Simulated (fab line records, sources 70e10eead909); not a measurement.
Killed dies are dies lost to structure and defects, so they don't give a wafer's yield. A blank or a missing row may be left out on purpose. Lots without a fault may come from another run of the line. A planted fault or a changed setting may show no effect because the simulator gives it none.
fab line records | flow nand_harc
record lots=10 wafers=30 last_day=33
route steps=1302 shown P_M1@303 P_M2@326 END@1302
lots that met no fault: from a run of the same line without faults
start_h: hours from the record's first day to the start of the lot's first wafer shown | wait_h: hours since the lot's step before | " the same as in the row above | L1.1+2: a row that stands for several wafers | - no value, or no start given | * or withheld: withheld | < > ~ a bound
route shown NAME@n: a module of which the file shows steps, and the number in the route of the first | usual: mean/standard deviation of fault-free wafers | same: alike in all rows | chamber/n: place in a boat | sites: the reading at each site | _std_site: their standard deviation | _edge_site: outer sites' mean less inner sites' | radius_mm: how far each site lies from the wafer's centre | mask NAME#n: copy n | behind: the tool/chamber that last shaped the wafer | hold: why the lot was held/for how many hours/how that ended | device: the transistor (n, p or np) that didn't switch | end of line: the same wafers' tests at the end of the route | a step without rows: its recipe alone | killed: dies lost to structure and defects at the first sort, not the wafer's yield | map: a wafer's dies, x killed, . not, _ none there
set.NAME: the setting as run; set.NAME@STEP: as run at that earlier step | model.NAME: the simulator's own value behind a step, which no gauge read
steps of the route over a sample of lots; a table a step, a row a wafer
services: from which hour (start_h, from the record's first day; less than 0 if before it) a tool's chamber was out of use, for how many hours, and why
## steps
# step NHARC_P_M1_ETCH_28
# recipe target_depth_a=300 over_etch_frac=0.3 time_s=72.99 ion_energy_ev=150 cf4_flow_sccm=50 n2_flow_sccm=100 ar_flow_sccm=150 rf_w=300 bias_w=100 chemistry=CF4/N2
# usual drypump_motor_current_A=5.9/0.45 oes_product_au=1.000/0.0087 rf_fwd_power_W=297.1/1.4 rf_vpp_V=314.1/1.5 showerhead_plenum_p_Torr=2.62/0.069 throttle_valve_pct=19.795/0.009
# columns lot.wafer tool chamber start_h wait_h drypump_motor_current_A oes_product_au rf_fwd_power_W rf_hours_counter_h rf_vpp_V showerhead_plenum_p_Torr throttle_valve_pct
L720.3 rie_diel-01 1 - - 6.4 1.002 298.4 8 312.8 2.56 19.796
L720.6 " 0 " " 5.8 1.003 295.6 - 312.1 2.54 19.795
L720.5 " 1 " " 6.5 1.008 297.2 - 313.9 2.56 19.792
L721.4 rie_diel-01 1 - - 6.5 0.987 295.6 8 313.9 2.56 19.796
L721.1 " 2 " " 4.9 1.003 297.9 8 311.8 2.56 19.786
L721.6 " 0 " " 5.8 0.991 295.3 - 313.3 2.54 19.797
L722.1 rie_diel-01 2 - - 4.9 0.998 297.4 9 313.4 2.55 19.800
L722.4 " 2 " " 4.9 1.012 298.7 - 312.3 2.56 19.794
L722.5 " 1 " " 6.5 0.991 297.3 - 314.5 2.56 19.794
L724.3 rie_diel-01 1 - - 6.5 0.995 297.6 10 311.9 2.56 19.791
L724.4 " 2 " " 4.9 1.005 297.3 10 313.7 2.55 19.813
L724.2 " 3 " " 6.2 1.002 297.9 10 317.1 2.76 19.798
L725.3 rie_diel-01 1 - - 6.5 0.998 299.1 11 313.0 2.56 19.810
L725.4 " 2 " " 4.9 1.007 297.8 12 314.1 2.55 19.799
L725.6 " 0 " " 5.8 0.993 296.0 - 313.7 2.54 19.782
L726.5 rie_diel-06 2 - - 5.7 0.991 297.4 - 315.0 2.62 19.806
L726.4 " 0 " " 6.2 1.007 294.6 - 316.4 2.67 19.802
L726.6 " 1 " " 6.0 1.000 298.0 - 314.6 2.63 19.804
L728.2 rie_diel-01 1 - - 6.5 1.003 296.7 1 311.1 2.56 19.796
L728.3 " 2 " " 4.9 0.997 298.9 1 314.2 2.55 19.792
L728.6 " 1 " " 6.5 0.999 295.9 - 312.3 2.56 19.799
L736.3 rie_diel-01 2 - - 4.9 1.004 296.8 6 310.6 2.55 19.813
L736.4 " 3 " " 6.3 1.007 296.8 5 316.5 2.76 19.794
L736.6 " 2 " " 4.9 1.012 296.3 - 311.7 2.55 19.793
L738.6 rie_diel-06 1 - - 6.0 0.994 299.3 - 313.9 2.63 19.793
L738.4 " 3 " " 5.9 0.987 298.3 - 315.0 2.64 19.793
L738.5 " 0 " " 6.2 1.000 295.5 - 313.6 2.67 19.784
L740.3 rie_diel-06 1 - - 6.0 1.010 299.0 4 313.5 2.63 19.802
L740.4 " 3 " " 5.9 0.987 297.5 4 313.5 2.64 19.796
L740.5 " 2 " " 5.7 1.010 298.2 - 314.3 2.62 19.806
# step NHARC_P_M1_PRE_CLEAN_32
# recipe time_s=12 temp_c=370 rf_power_w=300 gas=NH3
# usual heater_power_w=611/120 rf_fwd_power_W=292.5/0.89
# columns lot.wafer tool chamber start_h wait_h heater_power_w rf_fwd_power_W since_wet_clean_h
L720.3 pecvd-01 2 150.14 0.1 577 293.0 7
L720.6 " 0 " " 568 291.4 -
L720.5 " 2 " " 572 293.7 -
L721.1 pecvd-01 0 162.04 0.1 590 290.6 19
L721.6 " 2 " " 598 291.8 -
L721.4 " 0 " " 585 292.3 -
L722.1 pecvd-02 0 166.95 0.1 546 293.2 107
L722.4 " 0 " " 540 293.3 -
L722.5 " 1 " " 689 291.2 -
L724.2 pecvd-02 0 186.84 0.1 459 293.3 127
L724.3 " 2 " " 539 292.5 127
L724.4 " 1 " " 761 291.7 -
L725.3 pecvd-03 2 203.92 0.1 506 292.4 6
L725.4 " 0 " " 733 292.9 -
L725.6 " 1 " " 676 292.1 -
L726.5 pecvd-03 0 210.32 0.1 781 290.7 -
L726.6 " 1 " " 599 291.2 -
L726.4 " 2 " " 486 292.4 -
L728.2 pecvd-03 0 232.17 0.3 828 293.3 34
L728.3 " 2 " " 412 291.8 34
L728.6 " 0 " " 839 294.0 -
L736.3 pecvd-02 2 311.16 0.1 547 291.0 -
L736.4 " 0 " " 565 293.9 -
L736.6 " 2 " " 562 291.0 -
L738.4 pecvd-01 2 326.69 0.1 520 291.6 -
L738.5 " 0 " " 676 291.7 -
L738.6 " 1 " " 558 291.5 -
L740.3 pecvd-03 2 359.40 0.2 462 293.1 161
L740.4 " 0 " " 735 292.4 -
L740.5 " 1 " " 685 292.5 -
# step NHARC_P_M2_PEB_07
# recipe peb_temp_c=100 peb_time_s=65
# usual chill_plate_temp_C=22.99/0.093 heater_power_total_W=156.6/0.41 plate_temp_C=99.98/0.11
# same peb_time_s=65
# columns lot.wafer tool chamber start_h wait_h chill_plate_temp_C heater_power_total_W plate_temp_C
L720.3 litho_track-04 0 151.22 0.1 22.97 157.1 100.04
L720.5 " 0 " " 22.81 156.9 99.89
L720.6 " 0 " " 23.07 156.1 99.99
L721.1 litho_track-06 0 163.26 0.1 22.80 156.5 100.01
L721.4 " 0 " " 23.04 155.9 99.98
L721.6 " 0 " " 23.02 156.8 99.93
L722.1 litho_track-01 0 168.18 0.1 23.01 156.5 99.86
L722.4 " 0 " " 23.08 156.1 100.15
L722.5 " 0 " " 23.10 157.2 100.12
L724.2 litho_track-01 0 188.10 0.1 22.98 157.0 99.80
L724.3 " 0 " " 22.96 156.0 99.94
L724.4 " 0 " " 22.92 156.8 99.91
L725.3 litho_track-06 0 205.02 0.0 23.09 156.3 100.12
L725.4 " 0 " " 22.94 155.9 99.96
L725.6 " 0 " " 23.18 156.9 99.90
L726.4 litho_track-01 0 211.53 0.0 23.08 159.9 101.67
L726.5 " 0 " " 22.85 160.7 101.54
L726.6 " 0 " " 23.02 160.4 101.48
L728.2 litho_track-01 0 233.42 0.1 23.09 160.4 101.58
L728.3 " 0 " " 23.06 160.7 101.46
L728.6 " 0 " " 22.92 160.5 101.55
L736.3 litho_track-01 0 312.41 0.0 23.21 157.2 99.96
L736.4 " 0 " " 23.09 156.8 100.01
L736.6 " 0 " " 23.10 156.0 100.01
L738.4 litho_track-01 0 327.90 0.0 22.87 156.6 100.07
L738.5 " 0 " " 23.07 157.1 99.97
L738.6 " 0 " " 22.93 157.2 100.11
L740.3 litho_track-01 0 360.63 0.0 22.94 155.9 100.13
L740.4 " 0 " " 23.07 156.9 100.08
L740.5 " 0 " " 23.06 155.9 99.92
# step NHARC_P_M2_CD_MEAS_09
# recipe target_cd_nm=170 landing_energy_ev=500
# usual cd_nm=170.2/0.61
# columns lot.wafer tool chamber start_h wait_h cd_nm
L720.3 cd_sem-01 0 151.30 - 170.4
L720.5 " 0 " " 169.8
L720.6 " 0 " " 171.2
L721.1 cd_sem-02 0 163.34 - 169.6
L721.4 " 0 " " 170.4
L721.6 " 0 " " 169.6
L722.1 cd_sem-02 0 168.26 - 170.7
L722.4 " 0 " " 171.0
L722.5 " 0 " " 169.7
L724.2 cd_sem-01 0 188.18 - 170.5
L724.3 " 0 " " 169.8
L724.4 " 0 " " 170.1
L725.3 cd_sem-02 0 205.10 - 171.5
L725.4 " 0 " " 169.5
L725.6 " 0 " " 170.0
L726.4 cd_sem-03 0 211.62 - 174.8
L726.5 " 0 " " 175.8
L726.6 " 0 " " 175.5
L728.2 cd_sem-02 0 233.50 - 174.4
L728.3 " 0 " " 175.5
L728.6 " 0 " " 174.0
L736.3 cd_sem-02 0 312.50 - 170.6
L736.4 " 0 " " 170.6
L736.6 " 0 " " 170.2
L738.4 cd_sem-02 0 327.98 - 170.6
L738.5 " 0 " " 170.4
L738.6 " 0 " " 171.3
L740.3 cd_sem-02 0 360.72 - 169.4
L740.4 " 0 " " 169.1
L740.5 " 0 " " 169.3
# step NHARC_P_M2_INSPECT_11
# usual raw_defect_count=4.1/2.3
# columns lot.wafer tool chamber start_h wait_h raw_defect_count
L720.3 defect_inspect-01 - 151.42 0.0 4
L720.5 " - " " 2
L720.6 " - " " 4
L721.1 defect_inspect-02 - 163.46 0.0 1
L721.4 " - " " 2
L721.6 " - " " 3
L722.1 defect_inspect-01 - 168.39 0.0 3
L722.4 " - " " 2
L722.5 " - " " 3
L724.2 defect_inspect-02 - 188.30 0.0 5
L724.3 " - " " 2
L724.4 " - " " 2
L725.3 defect_inspect-02 - 205.22 0.0 2
L725.4 " - " " 5
L725.6 " - " " 4
L726.4 defect_inspect-02 - 211.74 0.0 5
L726.5 " - " " 1
L726.6 " - " " 2
L728.2 defect_inspect-01 - 233.62 0.0 4
L728.3 " - " " 3
L728.6 " - " " 1
L736.3 defect_inspect-01 - 312.62 0.0 2
L736.4 " - " " 3
L736.6 " - " " 3
L738.4 defect_inspect-02 - 328.10 0.0 5
L738.5 " - " " 6
L738.6 " - " " 8
L740.3 defect_inspect-02 - 360.84 0.0 3
L740.4 " - " " 6
L740.5 " - " " 4
# step NHARC_P_M2_CD_MEAS_16
# usual cd_nm=170.1/0.82
# columns lot.wafer tool chamber start_h wait_h cd_nm
L720.3 cd_sem-03 - 151.79 - 170.1
L720.5 " - " " 170.1
L720.6 " - " " 171.2
L721.1 cd_sem-03 - 163.83 - 169.0
L721.4 " - " " 169.6
L721.6 " - " " 169.9
L722.1 cd_sem-01 - 168.76 - 170.8
L722.4 " - " " 171.8
L722.5 " - " " 169.8
L724.2 cd_sem-01 - 188.67 - 169.9
L724.3 " - " " 170.7
L724.4 " - " " 169.5
L725.3 cd_sem-02 - 205.59 - 171.5
L725.4 " - " " 169.3
L725.6 " - " " 169.7
L726.4 cd_sem-01 - 212.11 - 174.5
L726.5 " - " " 176.1
L726.6 " - " " 176.1
L728.2 cd_sem-02 - 233.99 - 174.1
L728.3 " - " " 175.6
L728.6 " - " " 175.2
L736.3 cd_sem-03 - 312.98 - 170.6
L736.4 " - " " 170.7
L736.6 " - " " 170.3
L738.4 cd_sem-02 - 328.47 - 170.8
L738.5 " - " " 169.7
L738.6 " - " " 171.0
L740.3 cd_sem-01 - 361.20 - 169.7
L740.4 " - " " 167.7
L740.5 " - " " 169.2
# step NHARC_END_SORT_01
# recipe temp_c=25
# usual defect_limited_yield=91.9/2.9 killed_at_array=50/20 killed_at_other=1.2/1.5 killed_at_periphery=3.6/2.6 killed_dies=55/20 killed_open=3.4/2 killed_short=2.7/1.6 sort_bin_2_pct=2.9/1.3 sort_bin_3_pct=0.6/0.38 sort_bin_4_pct=4.6/1.6 sort_n_pass=622/20 sort_rim_yield_pct=93/3.8 sort_yield_pct=91.9/2.9
# same gross_dies=677 sort_bin_5_pct[%]=0 sort_bin_6_pct[%]=0 sort_bin_7_pct[%]=0 sort_bin_8_pct[%]=0 sort_rim_n_gross=106.00
# columns lot.wafer tool chamber start_h wait_h defect_limited_yield[%] killed_at_array killed_at_other killed_at_periphery killed_dies killed_open killed_short sort_bin_2_pct[%] sort_bin_3_pct[%] sort_bin_4_pct[%] sort_n_pass sort_rim_yield_pct[%] sort_yield_pct[%]
L720.3 prober-02 0 597.23 3.1 91.4 53 0 5 58 3 1 3.8 0.9 3.8 619 92 91.4
L720.5 prober-02 0 598.82 3.7 89.5 66 1 4 71 1 5 4.3 0.9 5.3 606 97 89.5
L720.6 prober-02 0 599.61 4.0 90.7 57 0 6 63 4 0 3.7 0.1 5.5 614 90 90.7
L725.3 prober-02 0 646.86 3.1 90.1 63 0 4 67 7 4 3.5 0.7 5.6 610 90 90.1
L725.4 prober-02 0 647.66 3.4 89.5 69 0 2 71 1 3 3.8 1.5 5.2 606 97 89.5
L725.6 prober-02 0 649.27 4.0 91.0 59 0 2 61 5 2 3.8 0.7 4.4 616 91 91.0
L726.4 prober-01 0 647.60 3.4 95.1 29 0 4 33 4 1 1.8 0 3.1 644 95 95.1
L726.5 prober-01 0 648.39 3.7 95.0 32 0 2 34 5 0 1.2 0.4 3.4 643 98 95.0
L726.6 prober-01 0 649.19 4.0 95.9 25 0 3 28 1 3 0.7 0.3 3.1 649 92 95.9
L728.2 prober-02 0 665.18 2.9 93.4 41 0 4 45 3 3 2.8 0.6 3.2 632 99 93.4
L728.3 prober-02 0 666.00 3.2 93.8 40 0 2 42 3 2 1.9 0.7 3.5 635 98 93.8
L728.6 prober-02 0 668.45 4.1 92.0 50 2 2 54 3 4 2.8 0.7 4.4 623 95 92.0
# killed by level:class
L720.3 A_CHANNEL_HOLE_D2:chamber_film_flake=33 A_SLIT:chamber_film_flake=6 P_BONDPAD:chamber_film_flake=3 A_STAIRCASE:chamber_film_flake=3 A_CONTACT:chamber_film_flake=3 A_CHANNEL_FILL_D1:geometric_particle:open=2 A_DECK1_JOINT:chamber_film_flake=2 P_CONTACT:geometric_particle:open=1
L720.5 A_CHANNEL_HOLE_D2:chamber_film_flake=31 A_SLIT:chamber_film_flake=22 A_M0:chamber_film_flake=5 P_BONDPAD:chamber_film_flake=3 A_STAIRCASE:chamber_film_flake=2 P_CONTACT:geometric_particle:short=1 A_ONON_D1:geometric_particle:short=1 A_CHANNEL_HOLE_D1:geometric_particle:short=1
L720.6 A_CHANNEL_HOLE_D2:chamber_film_flake=38 A_SLIT:chamber_film_flake=8 A_CHANNEL_HOLE_D1:chamber_film_flake=4 A_M0:chamber_film_flake=3 P_GATE:chamber_film_flake=2 P_BONDPAD:chamber_film_flake=2 A_STAIRCASE:chamber_film_flake=2 P_M0:geometric_particle:open=1
L725.3 A_CHANNEL_HOLE_D2:chamber_film_flake=34 A_SLIT:chamber_film_flake=8 A_CONTACT:chamber_film_flake=8 A_M0:geometric_particle:open=2 P_M2:chamber_film_flake=2 A_WL_FILL:chamber_film_flake=2 P_STI:geometric_particle:short=1 P_M0:geometric_particle:open=1
L726.4 A_CHANNEL_HOLE_D2:chamber_film_flake=11 A_SLIT:chamber_film_flake=3 A_WL_FILL:chamber_film_flake=3 A_M0:chamber_film_flake=3 A_CONTACT:chamber_film_flake=2 P_M0:geometric_particle:open=1 P_BONDPAD:geometric_particle:open=1 A_ONON_D2:geometric_particle:open=1
L725.4 A_SLIT:chamber_film_flake=30 A_CHANNEL_HOLE_D2:chamber_film_flake=23 A_CONTACT:chamber_film_flake=6 A_CHANNEL_HOLE_D1:chamber_film_flake=3 P_GATE:chamber_film_flake=2 A_CHANNEL_FILL_D1:geometric_particle:short=1 A_DECK1_JOINT:geometric_particle:short=1 A_CONTACT:geometric_particle:open=1
L726.5 A_CHANNEL_HOLE_D2:chamber_film_flake=10 A_WL_FILL:chamber_film_flake=8 A_STAIRCASE:chamber_film_flake=6 A_CHANNEL_HOLE_D1:chamber_film_flake=2 P_GATE:geometric_particle:open=1 A_SGD_CUT:geometric_particle:open=1 A_WL_FILL:geometric_particle:open=1 A_CONTACT:geometric_particle:open=1
L726.6 A_WL_FILL:chamber_film_flake=7 A_M0:chamber_film_flake=5 A_CHANNEL_HOLE_D2:chamber_film_flake=4 P_CONTACT:geometric_particle:short=2 A_ZERO_WELL:chamber_film_flake=2 A_CONTACT:chamber_film_flake=2 A_ONON_D2:geometric_particle:short=1 A_CHANNEL_FILL_D2:geometric_particle:open=1
L725.6 A_CHANNEL_HOLE_D2:chamber_film_flake=35 A_SLIT:chamber_film_flake=11 A_CONTACT:chamber_film_flake=5 A_CHANNEL_FILL_D2:geometric_particle:open=2 P_CONTACT:geometric_particle:open=1 A_ONON_D1:geometric_particle:open=1 A_CHANNEL_FILL_D1:geometric_particle:short=1 A_DECK1_JOINT:geometric_particle:short=1
L728.2 A_CHANNEL_HOLE_D1:chamber_film_flake=35 P_CONTACT:geometric_particle:open=2 P_M1:geometric_particle:short=1 A_CHANNEL_HOLE_D1:geometric_particle:short=1 A_ONON_D2:geometric_particle:short=1 A_M0:geometric_particle:open=1 P_STI:chamber_film_flake=1 A_SLIT:chamber_film_flake=1
L728.3 A_CHANNEL_HOLE_D1:chamber_film_flake=33 A_CONTACT:chamber_film_flake=2 P_M0:geometric_particle:open=1 A_CHANNEL_HOLE_D1:geometric_particle:open=1 A_CHANNEL_FILL_D1:geometric_particle:open=1 A_CHANNEL_FILL_D1:geometric_particle:short=1 A_M0:geometric_particle:short=1 P_GATE:chamber_film_flake=1
L728.6 A_CHANNEL_HOLE_D1:chamber_film_flake=40 A_ZERO_WELL:chamber_film_flake=2 A_SLIT:chamber_film_flake=2 THIN_TSV:chamber_film_flake=2 P_GATE:geometric_particle:short=1 P_CONTACT:geometric_particle:open=1 A_SOURCE_PLATE:geometric_particle:open=1 A_ONON_D1:geometric_particle:short=1
## services
# columns tool chamber start_h hours kind
rie_diel-06 - 130.20 9.0 pm
pecvd-01 - 130.23 13.0 pm
litho_track-01 - 155.00 7.0 pm
rie_diel-01 0 162.18 6.3 repair
pecvd-03 - 171.53 0.3 repair
pecvd-03 - 185.01 13.0 pm
pecvd-01 2 191.76 5.7 repair
rie_diel-01 - 204.04 9.0 pm
rie_diel-06 3 205.58 4.3 repair
rie_diel-06 - 209.55 0.4 repair
rie_diel-01 3 213.61 21.9 repair
rie_diel-06 0 218.70 2.7 repair
rie_diel-06 1 220.48 13.0 repair
pecvd-02 - 227.47 13.0 pm
rie_diel-06 1 247.78 19.7 repair
pecvd-02 - 261.23 1.9 repair
pecvd-01 2 265.00 2.1 repair
pecvd-03 - 265.50 1.8 repair
rie_diel-01 0 321.96 4.9 repair
rie_diel-01 0 329.86 5.3 repair
litho_track-01 - 330.00 7.0 pm
pecvd-03 - 339.29 1.7 repair
rie_diel-01 1 353.89 29.6 repair
rie_diel-01 3 356.31 2.8 repair
## key
first_sign step=NHARC_P_M2_PEB_07 reading=plate_temp_C direction=up sigmas=14 usual=* struck=*
effect step=NHARC_P_M2_PEB_07 reading=heater_power_total_W direction=up sigmas=9.3 usual=* struck=*
effect step=NHARC_P_M2_CD_MEAS_09 reading=cd_nm direction=up sigmas=7.9 usual=170.2 struck=175.0 through=control_loop
effect step=NHARC_P_M2_CD_MEAS_16 reading=cd_nm direction=up sigmas=6.3 usual=170.1 struck=175.3 through=control_loop
met_at NHARC_P_M2_PEB_07
struck_lots L726,L728
loop_trim step=NHARC_P_M2_EXPOSE_06 setting=dose lots=L728
not_acting_at NHARC_P_M1_ETCH_28,NHARC_P_M1_PRE_CLEAN_32,NHARC_P_M2_INSPECT_11
onset_between 188.10 211.53
fault kind=process_parameter_drift tool=litho_track-01 chamber=- onset_h=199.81 steps=NHARC_P_M2_PEB_07 channel=peb_temp_c offset=* shape=step end_h=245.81 acts_in=* stated=*
# loop_trim: a control loop set the setting to another value than it would have without faults
